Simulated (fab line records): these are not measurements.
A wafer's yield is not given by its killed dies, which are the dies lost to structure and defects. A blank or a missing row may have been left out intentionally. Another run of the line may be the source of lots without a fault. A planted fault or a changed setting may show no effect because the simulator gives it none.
Struck lot and sound lot, side by side -- flow nandHarc -- 23 steps out of a route of 1302
Sound: wafers L666.1, L666.5, L666.6. Struck: wafer L681.4. (L681.3, L681.6 of the same lot were not struck and are left out.) The cause comes at the end.
Per side, at each step with rows, come the tool, then ch with its chambers, and then its first start. Under that, the readings that differ: sound wafers -- struck wafers -- difference of the means -- sigmas: that difference in standard deviations of wafers without a fault.
alike: readings whose means differ by less than 2 such deviations, and words and numbers that are the same on both sides. not compared: withheld readings, readings that some wafer has no value for, bounds like >300 that may hide the same value, and numbers for which the record gives no deviation and whose values overlap.
Wherever a step has rows on one side only, a row that says differs or no value, or a row with sigmas, the two part there. When numbers do not overlap yet have no deviation, they are printed without sigmas and do not part them. Lack of a reading on every wafer of one side parts them only where that side has two or more wafers.

NHARC_A_M0_INSPECT_27:
  sound on defectInspect-01, day 23 21:17; struck on defectInspect-01, day 29 11:05
  alike: rawDefectCount
NHARC_A_M0_PRE_CLEAN_31: time 12 s.
  sound on pecvd-01 ch 0,1, day 23 21:30; struck on pecvd-02 ch 0, day 29 11:09
  alike: heaterPowerW
  not compared: sinceWetCleanH
NHARC_A_M0_DEP_32: deposits SiCN, target thk 30 nm.
  sound on pecvd-01 ch 0,1, day 23 21:38; struck on pecvd-02 ch 0, day 29 11:13
reading,sound,struck,difference,sigmas
heaterPowerW (W),459 447 680,816,+287,+3
  alike: showerheadVppV
  not compared: sinceWetCleanH
then, 8 steps without rows for these wafers: NHARC_A_M1_DEP_00 (deposits SiOC, target thk 182.5 nm); NHARC_A_M1_DEHYDRATE_01 (time 120 s); NHARC_A_M1_HMDS_02 (time 30 s); NHARC_A_M1_COAT_34 (time 65 s); NHARC_A_M1_COAT_03 (resist thk 90 nm); NHARC_A_M1_SOFTBAKE_04 (time 55 s); NHARC_A_M1_EBR_05; NHARC_A_M1_EXPOSE_06 (exposes mask A M1, target cd 120 nm).
NHARC_A_M1_PEB_07: peb time 65 s.
  sound on lithoTrack-06 ch 0, day 23 22:35; struck on lithoTrack-04 ch 0, day 29 12:23
reading,sound,struck,difference,sigmas
heaterPowerTotalW (W),156.0 156.7 156.0,223.2,+67.0,+99 or more
then, 1 step without rows for these wafers: NHARC_A_M1_DEVELOP_08 (develop time 35 s).
NHARC_A_M1_CD_MEAS_09: target cd 120 nm.
  sound on cdSem-02 ch 0, day 23 22:40; struck on cdSem-01 ch 0
reading,sound,struck,difference,sigmas
cdNm (nm),119.6 119.6 120.1,95.3,-24.5,-54
  not compared: hold
NHARC_A_M1_OVL_MEAS_10: pitch 240 nm.
  sound on overlay-01, day 23 22:44; struck on overlay-01, day 29 13:44
reading,sound,struck,difference,sigmas
hold,- - -,awaitDispo/1.0h/release,no value on the sound wafers,
  alike: overlayXNm, overlayYNm
NHARC_A_M1_INSPECT_11:
  sound on defectInspect-01, day 23 22:47; struck on defectInspect-01, day 29 13:46
  alike: rawDefectCount
NHARC_A_M1_DESCUM_14: chemistry O2, time 3 s.
  sound on rieDiel-11 ch 2,3, day 23 22:51; struck on rieDiel-11 ch 0, day 29 13:55
reading,sound,struck,difference,sigmas
drypumpMotorCurrentA (A),4.9 5.4 4.9,6.5,+1.4,+3
oesProductAu (a.u.),0.988 0.990 0.996,1.007,+0.016,+2
model.A_M1.cdNm (nm),120 119.7 120.5,94.89,-25.18,
  alike: rfVppV, showerheadPlenumPTorr, throttleValvePct
  not compared: rfHoursCounterH
NHARC_A_M1_ETCH_35: etches the open film in N2/H2, target depth 40 nm, overetch 12 nm, time 43.94 s.
  sound on rieDiel-11 ch 0,1,3, day 23 22:56; struck on rieDiel-11 ch 2, day 29 14:19
  alike: biasW, drypumpMotorCurrentA, oesProductAu, rfVppV, showerheadPlenumPTorr, throttleValvePct
  not compared: rfHoursCounterH
NHARC_A_M1_ETCH_15: etches the open film in C4F8/Ar, target depth 182.5 nm, time 91.2 s.
  sound on rieDiel-11 ch 0,1,2; struck on rieDiel-11 ch 0
reading,sound,struck,difference,sigmas
oesProductAu (a.u.),0.922 0.930 0.929,0.983,+0.056,+2
  alike: biasW, rfVppV
  not compared: rfHoursCounterH
NHARC_A_M1_CD_MEAS_16:
  sound on cdSem-02, day 23 23:09; struck on cdSem-03, day 29 14:42
reading,sound,struck,difference,sigmas
cdNm (nm),119.8 119.3 120.6,94.9,-25.0,-41
  not compared: hold
NHARC_A_M1_STRIP_18: strips in N2/H2.
  sound on rieDiel-04 ch 0,1,3, day 23 23:18; struck on rieDiel-11 ch 1, day 29 19:19
reading,sound,struck,difference,sigmas
hold,- - -,awaitDispo/4.5h/release,no value on the sound wafers,
rfVppV (V),91.7 90.0 91.1,89.0,-1.9,-2
  alike: drypumpMotorCurrentA, oesProductAu, powerW, showerheadPlenumPTorr, throttleValvePct
  not compared: rfHoursCounterH
NHARC_A_M1_ETCH_28: etches the open film in CF4/N2, target depth 30 nm, time 72.99 s.
  sound on rieDiel-04 ch 1,2,3; struck on rieDiel-11 ch 1
reading,sound,struck,difference,sigmas
rfVppV (V),316.4 317.4 314.4,312.2,-3.9,-2
model.A_M1.cdNm (nm),119.3 119.7 120.5,94.62,-25.21,
  alike: biasW, drypumpMotorCurrentA, oesProductAu, showerheadPlenumPTorr, throttleValvePct
  not compared: rfHoursCounterH
then, 1 step without rows for these wafers: NHARC_A_M1_STRIP_19 (strips in post etch residue remover, time 600 s).

WHERE THEY PART
At NHARC_A_M0_DEP_32 first; at NHARC_A_M1_ETCH_28 last (within this record only).

WHY: whatever the simulator had introduced
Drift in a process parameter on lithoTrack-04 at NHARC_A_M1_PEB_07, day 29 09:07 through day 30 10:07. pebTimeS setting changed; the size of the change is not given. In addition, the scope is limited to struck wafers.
